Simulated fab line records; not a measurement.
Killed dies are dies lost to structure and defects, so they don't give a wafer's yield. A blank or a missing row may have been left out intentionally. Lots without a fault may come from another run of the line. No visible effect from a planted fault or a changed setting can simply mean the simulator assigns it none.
Matching of chambers | flow n5Finfet | 4 sister chambers for N5_MOL_CONTACT_COAG_ALD_27 on aldSin-03
The step deposits SiOC, target thk 17 nm, pulse time 1.5 s, time 2720 s. 24 wafers are shown with their chamber, then 12 later ones without.

WAFERS, EACH WITH ITS CHAMBER
wafer  | chamber | heaterPowerW (W) | precursorPulseHeightRel
L081.2 | 3       | 774              | 0.998
L081.3 | 0       | 780              | 1.017
L081.5 | 3       | 778              | 1.013
L084.1 | 3       | 772              | 0.970
L084.2 | 2       | 835              | 1.006
L084.3 | 1       | 766              | 1.004
L084.4 | 0       | 795              | 0.980
L084.5 | 2       | 825              | 0.996
L084.6 | 1       | 776              | 1.015
L085.1 | 3       | 791              | 1.031
L085.2 | 0       | 799              | 1.024
L085.3 | 1       | 768              | 1.000
L085.4 | 2       | 835              | 0.997
L085.5 | 2       | 842              | 0.988
L085.6 | 3       | 781              | 0.999
L091.1 | 1       | 759              | 0.948
L091.2 | 0       | 780              | 1.005
L091.3 | 2       | 882              | 1.000
L091.4 | 3       | 744              | 0.981
L091.5 | 0       | 772              | 0.998
L091.6 | 3       | 745              | 1.008
L092.2 | 0       | 801              | 1.002
L092.5 | 2       | 887              | 1.024
L092.6 | 1       | 757              | 0.990

SIGNATURES (means of the wafers above)
reading                 | chamber 0 | chamber 1 | chamber 2 | chamber 3 | scatter within a chamber
heaterPowerW            | 787.83    | 765.20    | 851.00    | 769.29    | 17.9
precursorPulseHeightRel | 1.00433   | 0.99140   | 1.00183   | 1.00000   | 0.0188
Rule: distance of a wafer from a chamber = root of the sum over the readings of ((wafer's reading minus chamber's mean) / reading's scatter) squared. If the next closest chamber is less than 2 further off than the closest, the wafer can't be placed; otherwise it belongs to the closest. The scatter is the square root of a quotient: the sum, over the shown wafers, of each reading's squared deviation from its chamber's mean, divided by wafers minus chambers.

WAFERS MISSING THEIR CHAMBER
wafer  | heaterPowerW (W) | precursorPulseHeightRel
L093.2 | 886              | 1.010
L093.4 | 752              | 0.960
L093.5 | 741              | 0.984
L094.1 | 738              | 1.013
L094.2 | 790              | 1.005
L094.3 | 872              | 0.994
L094.4 | 744              | 0.999
L094.5 | 757              | 1.019
L094.6 | 882              | 0.996
L096.1 | 755              | 0.983
L096.3 | 887              | 1.038
L096.4 | 876              | 1.007

EACH ONE'S CHAMBER
wafer  | from the rows above          | in truth
L093.2 | 2                            | 2
L093.4 | can't be placed: 1 or 3 or 0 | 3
L093.5 | can't be placed: 1 or 3 or 0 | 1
L094.1 | can't be placed: 3 or 1 or 0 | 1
L094.2 | can't be placed: 0 or 3 or 1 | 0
L094.3 | 2                            | 2
L094.4 | can't be placed: 1 or 3 or 0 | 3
L094.5 | can't be placed: 3 or 1 or 0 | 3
L094.6 | 2                            | 2
L096.1 | can't be placed: 1 or 3 or 0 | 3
L096.3 | 2                            | 2
L096.4 | 2                            | 2
Correct placement for 5 of the 12. Unplaceable from these rows: 7, with the true chamber sitting among the candidates in 7. Wrongly placed: 0.
